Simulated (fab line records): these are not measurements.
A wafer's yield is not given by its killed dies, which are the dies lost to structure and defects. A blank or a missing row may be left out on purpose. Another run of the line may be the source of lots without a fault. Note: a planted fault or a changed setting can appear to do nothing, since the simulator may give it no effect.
Which of the tools did it?	flow nand_harc	12 lots with 36 wafers sampled at 6 steps, on a route of 1302 steps

## WHAT THE GAUGES READ, wafer by wafer
NHARC_P_GATE_INSPECT_28.
lot	measured	on	raw_defect_count
L188	day 4 23:17	defect_inspect-02	3 7 5
L189	day 5 13:05	defect_inspect-01	10 4 10
L190	day 5 20:55	defect_inspect-01	4 9 4
L200	day 9 17:16	defect_inspect-02	10 8 14
L201	day 10 13:25	defect_inspect-01	7 2 12
L203	day 11 06:26	defect_inspect-02	11 4 12
L204	day 11 20:09	defect_inspect-01	13 7 6
L205	day 12 00:20	defect_inspect-01	7 13 2
L206	day 12 12:44	defect_inspect-02	4 5 4
L207	day 13 02:24	defect_inspect-02	7 6 7
L209	day 13 13:15	defect_inspect-01	5 4 9
L211	day 14 10:45	defect_inspect-01	9 7 1

NHARC_P_GATE_CD_MEAS_59: target cd 720 nm.
lot	measured	on	cd_nm (nm)
L188	day 5 13:05	cd_sem-02	715.2 720.0 717.6
L189	day 6 02:47	cd_sem-03	720.8 718.1 718.2
L190	day 6 10:13	cd_sem-01	730.4 731.5 732.0
L200	day 10 06:43	cd_sem-02	717.6 719.0 719.1
L201	day 11 05:07	cd_sem-01	716.4 719.8 718.1
L203	day 11 20:06	cd_sem-03	721.0 717.9 719.1
L204	day 12 09:47	cd_sem-02	721.7 722.6 717.7
L205	day 12 13:51	cd_sem-02	717.5 717.2 717.1
L206	day 13 02:24	cd_sem-03	720.7 716.5 718.7
L207	day 13 15:47	cd_sem-01	721.9 719.7 723.0
L209	day 14 03:08	cd_sem-03	717.5 718.3 719.2
L211	day 15 00:46	cd_sem-02	718.4 718.8 720.7

NHARC_END_SORT_01.
lot	measured	on	killed_at_array	killed_at_other	killed_at_periphery	killed_dies	killed_open	killed_short
L200	day 29 09:26	prober-01	85 76 81	0 0 0	3 2 4	88 78 85	2 1 1	3 2 3
L203	day 30 12:39	prober-01	53 52 46	0 1 2	5 4 7	58 57 55	2 5 4	3 3 3
L204	day 32 23:24	prober-02	71 76 77	0 0 0	2 3 3	73 79 80	7 3 4	1 0 4

## WHICH TOOL RAN EACH LOT (tool, then ch and the chambers of the sampled wafers, then the start)
lot	NHARC_P_GATE_EXPOSE_56	NHARC_P_GATE_DESCUM_61	NHARC_P_GATE_STRIP_76
L188	krf_scanner-01 ch 0, day 5 12:56	rie_diel-10 ch 1,2, day 5 13:15	plasma_asher-02 ch 0,1, day 5 13:53
L189	krf_scanner-01 ch 0, day 6 02:37	rie_diel-02 ch 1,3, day 6 02:57	plasma_asher-02 ch 0,1, day 6 03:34
L190	krf_scanner-01 ch 0, day 6 10:04	rie_diel-10 ch 0,3, day 6 10:23	plasma_asher-01 ch 0,1, day 6 11:01
L200	krf_scanner-03 ch 0, day 10 06:34	rie_diel-10 ch 0,1,3, day 10 06:54	plasma_asher-02 ch 0,1, day 10 07:31
L201	krf_scanner-03 ch 0, day 11 04:57	rie_diel-02 ch 1,2, day 11 05:16	plasma_asher-02 ch 0,1, day 11 05:55
L203	krf_scanner-01 ch 0, day 11 19:57	rie_diel-10 ch 0,1, day 11 20:16	plasma_asher-02 ch 0,1, day 11 20:54
L204	krf_scanner-03 ch 0, day 12 09:37	rie_diel-02 ch 0,1,3, day 12 09:58	plasma_asher-02 ch 0,1, day 12 10:35
L205	krf_scanner-03 ch 0, day 12 13:41	rie_diel-02 ch 0,1,3, day 12 14:00	plasma_asher-02 ch 0, day 12 14:40
L206	krf_scanner-02 ch 0, day 13 02:14	rie_diel-02 ch 0,2,3, day 13 02:34	plasma_asher-02 ch 0,1, day 13 03:12
L207	krf_scanner-03 ch 0, day 13 15:38	rie_diel-02 ch 1,2, day 13 15:57	plasma_asher-02 ch 0,1, day 13 16:35
L209	krf_scanner-02 ch 0, day 14 02:58	rie_diel-02 ch 0,3, day 14 03:17	plasma_asher-01 ch 0,1, day 14 03:56
L211	krf_scanner-01 ch 0, day 15 00:36	rie_diel-02 ch 0,1,2, day 15 00:55	plasma_asher-01 ch 0,1, day 15 01:34
- NHARC_P_GATE_EXPOSE_56: exposes mask P PSD, target cd 720 nm.
- NHARC_P_GATE_DESCUM_61: chemistry O2, time 3 s.
- NHARC_P_GATE_STRIP_76: strips in O2.

## WHAT THE TOOLS THEMSELVES READ (means of the sampled wafers that have a number; where no wafer has one, the mark that the record gives instead)
NHARC_P_GATE_DESCUM_61.
lot	tool	drypump_motor_current_A (A)	mfc_ar_sccm (sccm)	oes_product_au (a.u.)	rf_vpp_V (V)	showerhead_plenum_p_Torr (Torr)	throttle_valve_pct (%)
L188	rie_diel-10	6.2	0.000	0.998	58.0	1.88	11.313
L189	rie_diel-02	5.8	0.012	0.994	57.8	1.84	11.320
L190	rie_diel-10	6.5	0.000	0.995	58.1	1.95	11.318
L200	rie_diel-10	6.4	0.000	0.996	58.7	1.93	11.307
L201	rie_diel-02	5.8	0.013	1.001	58.1	1.81	11.306
L203	rie_diel-10	6.6	0.000	0.999	58.2	1.89	11.317
L204	rie_diel-02	5.7	0.006	1.002	57.8	1.90	11.304
L205	rie_diel-02	5.7	0.006	1.013	58.7	1.90	11.304
L206	rie_diel-02	5.7	0.012	1.008	56.9	1.86	11.308
L207	rie_diel-02	5.8	0.013	1.002	56.4	1.81	11.305
L209	rie_diel-02	5.7	0.012	0.999	57.0	1.87	11.320
L211	rie_diel-02	5.7	0.006	1.002	58.4	1.88	11.313

NHARC_P_GATE_STRIP_76.
lot	tool	drypump_motor_current_A (A)	heater_power_w (W)
L188	plasma_asher-02	6.0	327
L189	plasma_asher-02	6.0	330
L190	plasma_asher-01	5.7	361
L200	plasma_asher-02	6.1	340
L201	plasma_asher-02	6.2	336
L203	plasma_asher-02	6.0	308
L204	plasma_asher-02	6.1	324
L205	plasma_asher-02	5.9	292
L206	plasma_asher-02	6.2	326
L207	plasma_asher-02	6.0	313
L209	plasma_asher-01	5.7	365
L211	plasma_asher-01	5.7	369

## THE ANSWER, worked out from the rows above alone
Rule: the usual values come from the lots themselves. Put in order of their means at a reading, lots are off if they are a third of the lots or fewer, leave a main group of 4 or more, and stand apart from it by a gap of 3 or more times the standard deviation of the main group's means; of several such gaps the widest counts. If all means in a main group match to the digits the tables above print for the reading, that group is not used. Also off: a lot with no number at a reading for which 4 or more lots have one. Where the step has rows for the other lots, those lots are counted as sound. First the gauges in route order, then the tools' own readings, where a lot's mean is used as printed above. At the first step where some lot is off, the reading lying furthest off is the one used; lots without a number count as furthest.
Off: L190 (NHARC_P_GATE_CD_MEAS_59, cd_nm). The main group has a mean of 718.9 nm with a standard deviation of 1.2.
A tool fits if, at a process step before that reading, it ran every lot that is off, and no sound lot after the first of them. The gauges at NHARC_P_GATE_CD_MEAS_59 aren't tried: what is off there is off at NHARC_P_GATE_DESCUM_61 too, on other tools, and a gauge's error can't cause that. No candidate that was tried fits.

## WHAT HAD BEEN PUT IN BY THE SIMULATOR
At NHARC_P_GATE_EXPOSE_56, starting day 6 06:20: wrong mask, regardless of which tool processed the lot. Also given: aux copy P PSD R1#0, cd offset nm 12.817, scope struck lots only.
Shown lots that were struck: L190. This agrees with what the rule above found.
